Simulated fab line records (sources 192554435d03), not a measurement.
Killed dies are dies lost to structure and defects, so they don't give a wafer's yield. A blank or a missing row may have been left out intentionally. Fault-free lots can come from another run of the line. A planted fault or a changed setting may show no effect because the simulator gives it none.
Which tool was responsible? -- flow n5_finfet -- Sampling: 24 lots, 72 wafers, 5 of 1938 route steps

## WHAT THE GAUGES READ, wafer by wafer
N5_BEOL_M13_INSPECT_55: inspects for defects (darkfield).
lot,measured,on,raw_defect_count
L074,day 11 01:08,defect_inspect-02,76 78 60
L075,day 11 14:47,defect_inspect-02,47 59 105
L076,day 11 20:35,defect_inspect-02,52 53 62
L077,day 11 23:59,defect_inspect-01,63 121 96
L078,day 12 03:56,defect_inspect-02,86 68 74
L079,day 12 20:50,defect_inspect-01,46 51 59
L084,day 12 21:04,defect_inspect-01,84 66 51
L080,day 12 21:17,defect_inspect-01,67 81 63
L081,day 13 01:54,defect_inspect-02,71 76 81
L082,day 13 04:25,defect_inspect-02,88 68 115
L083,day 13 17:43,defect_inspect-01,52 69 51
L086,day 14 02:23,defect_inspect-02,78 56 74
L085,day 14 05:17,defect_inspect-02,67 56 130
L088,day 14 17:26,defect_inspect-02,60 89 70
L087,day 14 22:10,defect_inspect-01,127 134 166
L089,day 14 23:03,defect_inspect-02,35 72 37
L090,day 15 01:31,defect_inspect-01,66 64 63
L092,day 15 09:56,defect_inspect-01,52 42 98
L095,day 15 17:28,defect_inspect-02,114 107 103
L093,day 15 21:30,defect_inspect-02,85 95 50
L094,day 16 05:02,defect_inspect-01,60 63 52
L096,day 16 14:56,defect_inspect-02,73 94 65
L097,day 16 21:18,defect_inspect-02,132 90 71
L091,day 17 12:02,defect_inspect-02,92 134 91

N5_BEOL_M14_CD_MEAS_28: target cd 284.4 nm.
lot,measured,on,cd_nm (nm)
L074,day 11 02:31,cd_sem-02,284.3 284.3 284.6
L075,day 11 17:46,cd_sem-02,285.7 285.1 284.2
L076,day 11 22:17,cd_sem-02,284.4 284.2 284.7
L077,day 12 01:31,cd_sem-01,284.9 284.9 287.1
L078,day 12 05:34,cd_sem-01,283.3 282.9 284.3
L079,day 12 22:20,cd_sem-02,283.7 283.3 283.1
L084,day 12 22:42,cd_sem-01,284.3 283.3 282.1
L080,day 12 23:15,cd_sem-02,285.9 285.5 286.2
L081,day 13 03:17,cd_sem-03,281.9 282.1 284.1
L082,day 13 06:04,cd_sem-03,286.1 286.3 285.9
L083,day 13 19:27,cd_sem-02,286.0 282.6 284.8
L086,day 14 03:47,cd_sem-01,286.2 286.6 285.3
L085,day 14 06:53,cd_sem-02,282.8 284.8 282.6
L088,day 14 19:01,cd_sem-01,284.1 281.8 283.4
L087,day 14 23:47,cd_sem-02,284.6 284.9 285.0
L089,day 15 00:34,cd_sem-02,283.5 280.9 280.9
L090,day 15 02:55,cd_sem-03,285.7 285.1 285.4
L092,day 15 11:27,cd_sem-01,284.9 285.3 284.4
L095,day 15 19:09,cd_sem-01,285.2 284.8 286.4
L093,day 15 23:01,cd_sem-02,285.1 284.5 284.6
L094,day 16 06:26,cd_sem-01,285.0 283.6 283.6
L096,day 16 16:31,cd_sem-03,283.8 284.1 282.2
L097,day 16 22:56,cd_sem-03,287.6 286.4 285.9
L091,day 17 13:36,cd_sem-01,285.5 283.8 286.1

N5_BEOL_M14_INSPECT_30: inspects for defects (macro).
lot,measured,on,raw_defect_count
L074,day 11 02:34,defect_inspect-01,1 4 2
L075,day 11 17:49,defect_inspect-02,3 0 1
L076,day 11 22:20,defect_inspect-01,1 2 3
L077,day 12 01:34,defect_inspect-01,4 3 1
L078,day 12 05:37,defect_inspect-01,5 2 1
L079,day 12 22:23,defect_inspect-02,0 1 2
L084,day 12 22:46,defect_inspect-02,0 2 1
L080,day 12 23:18,defect_inspect-01,2 3 2
L081,day 13 03:20,defect_inspect-01,1 1 3
L082,day 13 06:08,defect_inspect-01,1 1 2
L083,day 13 19:31,defect_inspect-02,0 2 4
L086,day 14 03:50,defect_inspect-01,1 3 2
L085,day 14 06:56,defect_inspect-01,3 0 1
L088,day 14 19:04,defect_inspect-02,2 1 4
L087,day 14 23:51,defect_inspect-02,1 3 0
L089,day 15 00:37,defect_inspect-02,1 2 3
L090,day 15 02:58,defect_inspect-02,1 4 1
L092,day 15 11:30,defect_inspect-01,3 3 3
L095,day 15 19:13,defect_inspect-02,3 3 2
L093,day 15 23:04,defect_inspect-01,2 2 3
L094,day 16 06:29,defect_inspect-02,4 4 2
L096,day 16 16:34,defect_inspect-02,1 3 1
L097,day 16 22:59,defect_inspect-02,3 1 2
L091,day 17 13:40,defect_inspect-01,4 1 1

## EACH LOT AND THE TOOL THAT RAN IT (in order: tool; ch and the chambers of the sampled wafers; start)
lot,N5_BEOL_M14_VIA_ETCH_16,N5_BEOL_M14_STRIP_63
L074,"rie_diel-01 ch 1,3, day 11 01:50","rie_diel-01 ch 1,3, day 11 02:31 or earlier"
L075,"rie_diel-01 ch 0,1, day 11 16:52","rie_diel-01 ch 0,1, day 11 17:46 or earlier"
L076,"rie_diel-06 ch 0,1, day 11 21:29","rie_diel-06 ch 0,1, day 11 22:17 or earlier"
L077,"rie_diel-02 ch 0,1,3, day 12 00:42","rie_diel-02 ch 0,1,3, day 12 01:31 or earlier"
L078,"rie_diel-02 ch 1,2,3, day 12 04:46","rie_diel-02 ch 1,2,3, day 12 05:34 or earlier"
L079,"rie_diel-02 ch 2,3, day 12 21:32","rie_diel-02 ch 2,3, day 12 22:20 or earlier"
L084,"rie_diel-06 ch 0,2, day 12 22:02","rie_diel-06 ch 0,2, day 12 22:42 or earlier"
L080,"rie_diel-06 ch 2,3, day 12 22:27","rie_diel-06 ch 2,3, day 12 23:15 or earlier"
L081,"rie_diel-06 ch 0,1,3, day 13 02:37","rie_diel-06 ch 0,1,3, day 13 03:17 or earlier"
L082,"rie_diel-01 ch 0,1,3, day 13 05:15","rie_diel-01 ch 0,1,3, day 13 06:04 or earlier"
L083,"rie_diel-02 ch 1,2, day 13 18:39","rie_diel-02 ch 1,2, day 13 19:27 or earlier"
L086,"rie_diel-06 ch 0,1, day 14 03:06","rie_diel-06 ch 0,1, day 14 03:47 or earlier"
L085,"rie_diel-06 ch 1,3, day 14 06:05","rie_diel-06 ch 1,3, day 14 06:53 or earlier"
L088,"rie_diel-01 ch 2,3, day 14 18:13","rie_diel-01 ch 2,3, day 14 19:01 or earlier"
L087,"rie_diel-01 ch 1,3, day 14 22:59","rie_diel-01 ch 1,3, day 14 23:47 or earlier"
L089,"rie_diel-02 ch 0,2,3, day 14 23:53","rie_diel-02 ch 0,2,3, day 15 00:34 or earlier"
L090,"rie_diel-01 ch 0,2,3, day 15 02:14","rie_diel-01 ch 0,2,3, day 15 02:55 or earlier"
L092,"rie_diel-01 ch 1,2,3, day 15 10:52","rie_diel-01 ch 1,2,3, day 15 11:27 or earlier"
L095,"rie_diel-06 ch 1,2, day 15 18:21","rie_diel-06 ch 1,2, day 15 19:09 or earlier"
L093,"rie_diel-02 ch 1,3, day 15 22:20","rie_diel-02 ch 1,3, day 15 23:01 or earlier"
L094,"rie_diel-01 ch 1,2,3, day 16 05:45","rie_diel-01 ch 1,2,3, day 16 06:26 or earlier"
L096,"rie_diel-02 ch 0,1,2, day 16 15:49","rie_diel-02 ch 0,1,2, day 16 16:31 or earlier"
L097,"rie_diel-02 ch 0,1, day 16 22:13","rie_diel-02 ch 0,1, day 16 22:56 or earlier"
L091,"rie_diel-02 ch 0,2, day 17 12:48","rie_diel-02 ch 0,2, day 17 13:36 or earlier"
- N5_BEOL_M14_VIA_ETCH_16: etches SiO2 in C4F8/O2/Ar, target depth 1231.3 nm.
- N5_BEOL_M14_STRIP_63: strips in O2.

## WHAT THE TOOLS THEMSELVES READ (means of the sampled wafers that have a number; where no wafer has one, the mark that the record gives instead)
N5_BEOL_M14_VIA_ETCH_16.
lot,tool,C4F8_flow_sccm (sccm),drypump_motor_current_A (A),he_inner_torr (Torr),oes_o_777_au (a.u.),oes_product_au (a.u.),rf_vpp_V (V),showerhead_plenum_p_Torr (Torr),throttle_valve_pct (%)
L074,rie_diel-01,16.02,6.0,15.04,0.78,0.70,2240,3.58,30.75
L075,rie_diel-01,16.05,5.6,14.99,0.73,0.66,2211,3.39,31.01
L076,rie_diel-06,15.98,5.2,14.98,0.84,0.77,2206,3.36,30.75
L077,rie_diel-02,15.98,6.0,14.99,0.77,0.70,2219,3.49,30.75
L078,rie_diel-02,15.99,6.2,14.99,0.73,0.65,2220,3.47,30.79
L079,rie_diel-02,15.98,6.0,15.01,0.75,0.66,2229,3.40,30.77
L084,rie_diel-06,15.94,5.5,14.99,0.76,0.68,2217,3.47,31.09
L080,rie_diel-06,16.00,5.7,15.00,0.72,0.65,2214,3.49,31.25
L081,rie_diel-06,16.04,5.7,14.97,0.80,0.73,2210,3.37,30.92
L082,rie_diel-01,16.02,5.8,15.03,0.74,0.67,2225,3.47,30.89
L083,rie_diel-02,16.03,6.4,15.01,0.88,0.79,2210,3.53,30.68
L086,rie_diel-06,15.99,5.2,14.97,0.82,0.76,2205,3.35,30.77
L085,rie_diel-06,16.00,5.9,14.97,0.75,0.69,2208,3.40,31.08
L088,rie_diel-01,16.00,5.8,15.01,0.80,0.71,2222,3.53,30.84
L087,rie_diel-01,15.99,5.8,15.01,0.76,0.69,2240,3.57,30.76
L089,rie_diel-02,16.03,5.8,14.96,0.77,0.70,2227,3.50,30.77
L090,rie_diel-01,16.00,5.6,14.97,0.78,0.70,2208,3.44,30.99
L092,rie_diel-01,16.02,5.6,15.02,0.80,0.72,2224,3.54,30.82
L095,rie_diel-06,15.97,5.3,15.00,0.73,0.65,2208,3.46,31.13
L093,rie_diel-02,16.04,6.1,15.03,0.77,0.70,2218,3.36,30.74
L094,rie_diel-01,15.99,5.6,15.01,0.79,0.71,2224,3.54,30.83
L096,rie_diel-02,16.02,6.0,14.99,0.82,0.75,2217,3.56,30.74
L097,rie_diel-02,16.04,5.8,14.97,0.85,0.77,2215,3.58,30.67
L091,rie_diel-02,16.01,5.7,14.99,0.80,0.72,2225,3.60,30.75

N5_BEOL_M14_STRIP_63.
lot,tool,drypump_motor_current_A (A),oes_product_au (a.u.),rf_vpp_V (V),showerhead_plenum_p_Torr (Torr),throttle_valve_pct (%)
L074,rie_diel-01,6.0,0.77,3.2,2.19,16.62
L075,rie_diel-01,5.6,0.73,3.4,2.05,16.77
L076,rie_diel-06,5.2,0.86,2.8,2.03,16.46
L077,rie_diel-02,6.0,0.77,4.5,2.13,16.55
L078,rie_diel-02,6.2,0.73,2.6,2.12,16.68
L079,rie_diel-02,6.0,0.72,3.2,2.06,16.59
L084,rie_diel-06,5.5,0.75,3.4,2.12,16.92
L080,rie_diel-06,5.8,0.71,4.0,2.13,17.06
L081,rie_diel-06,5.7,0.82,4.0,2.05,16.64
L082,rie_diel-01,5.8,0.74,4.2,2.12,16.72
L083,rie_diel-02,6.4,0.88,3.7,2.16,16.46
L086,rie_diel-06,5.2,0.84,3.4,2.03,16.48
L085,rie_diel-06,5.9,0.77,3.6,2.06,16.81
L088,rie_diel-01,5.8,0.79,4.0,2.16,16.72
L087,rie_diel-01,5.8,0.76,3.0,2.18,16.58
L089,rie_diel-02,5.8,0.77,4.1,2.14,16.52
L090,rie_diel-01,5.7,0.77,3.4,2.09,16.78
L092,rie_diel-01,5.6,0.80,3.7,2.16,16.65
L095,rie_diel-06,5.3,0.73,3.7,2.11,16.94
L093,rie_diel-02,6.1,0.77,3.9,2.04,16.56
L094,rie_diel-01,5.6,0.79,3.4,2.16,16.66
L096,rie_diel-02,6.0,0.82,4.2,2.18,16.50
L097,rie_diel-02,5.8,0.85,4.4,2.19,16.39
L091,rie_diel-02,5.7,0.79,3.2,2.20,16.49

## THE ANSWER, worked out from the rows above alone
Rule: what is usual is taken from the lots themselves. Put in order of their means at a reading, lots are off if they are a third of the lots or fewer, leave a main group of 4 or more, and stand apart from it by a gap of 3 or more times the standard deviation of the main group's means; of several such gaps the widest counts. A main group is skipped when, at the precision printed for the reading in the tables above, its means are all equal. Also off: a lot with no number at a reading for which 4 or more lots have one. The other lots that the step has rows for count as sound. The gauges are gone through in route order, then the tools' own readings, and for those a lot's mean is taken as printed above. The first step at which some lot is off is used, and at that step the reading that is off furthest; a lot without a number counts as furthest.
Across all readings shown, no lot is off: no conclusion can be drawn from this.

## WHAT THE SIMULATOR PUT IN
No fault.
